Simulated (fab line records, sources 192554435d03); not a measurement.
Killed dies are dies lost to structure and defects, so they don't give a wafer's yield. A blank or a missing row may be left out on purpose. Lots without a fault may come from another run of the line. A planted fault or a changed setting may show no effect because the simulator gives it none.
Chamber matching | flow n5_finfet | N5_BEOL_M8_CURE_74 on uv_cure-03: 3 sister chambers
The step cures SiCOH lowk, time 240 s. 6 wafers are shown with their chamber, then 10 later ones without.

WAFERS WITH THEIR CHAMBER
wafer  | chamber | wafer_temp_C_max | lamp_power_pct (%)
L075.3 | 2       | 388.5            | 52.46
L075.6 | 2       | 388.3            | 52.24
L082.4 | 1       | 386.5            | 52.23
L082.5 | 1       | 386.1            | 52.34
L088.1 | 0       | 386.9            | 52.36
L088.3 | 0       | 386.9            | 52.31

WAFERS WITHOUT THEIR CHAMBER
wafer  | wafer_temp_C_max | lamp_power_pct (%)
L088.4 | 386.4            | 52.32
L090.1 | 386.1            | 52.29
L090.2 | 386.8            | 52.35
L090.4 | 385.9            | 52.30
L090.3 | 386.6            | 52.38
L090.5 | 386.5            | 52.34
L090.6 | 386.7            | 52.37
L097.2 | 387.7            | 52.35
L097.3 | 388.1            | 52.28
L097.5 | 387.2            | 52.33

WHICH CHAMBER EACH WENT THROUGH
wafer  | from the rows above     | in truth
L088.4 | 1                       | 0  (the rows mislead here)
L090.1 | 1                       | 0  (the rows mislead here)
L090.2 | 0                       | 0
L090.4 | 1                       | 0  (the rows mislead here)
L090.3 | can't be placed: 0 or 1 | 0
L090.5 | can't be placed: 1 or 0 | 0
L090.6 | can't be placed: 0 or 1 | 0
L097.2 | can't be placed: 2 or 0 | 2
L097.3 | 2                       | 2
L097.5 | 0                       | 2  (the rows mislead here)
Placed correctly: 2 of 10. Can't be placed from these rows: 4 (the true chamber is among the candidates in 4). Placed wrongly: 4.
How it was worked out, from the rows above alone: a wafer's distance from a chamber is the root of the sum, over the readings, of the square of ((its reading less the chamber's mean) divided by the reading's scatter). The wafer belongs to the nearest chamber; if the next one is less than 2 further off, it can't be placed. A chamber's mean is the mean of its shown wafers. The scatter: the root of (the sum of the squares of (reading less its chamber's mean) over the shown wafers, divided by (wafers less chambers)).
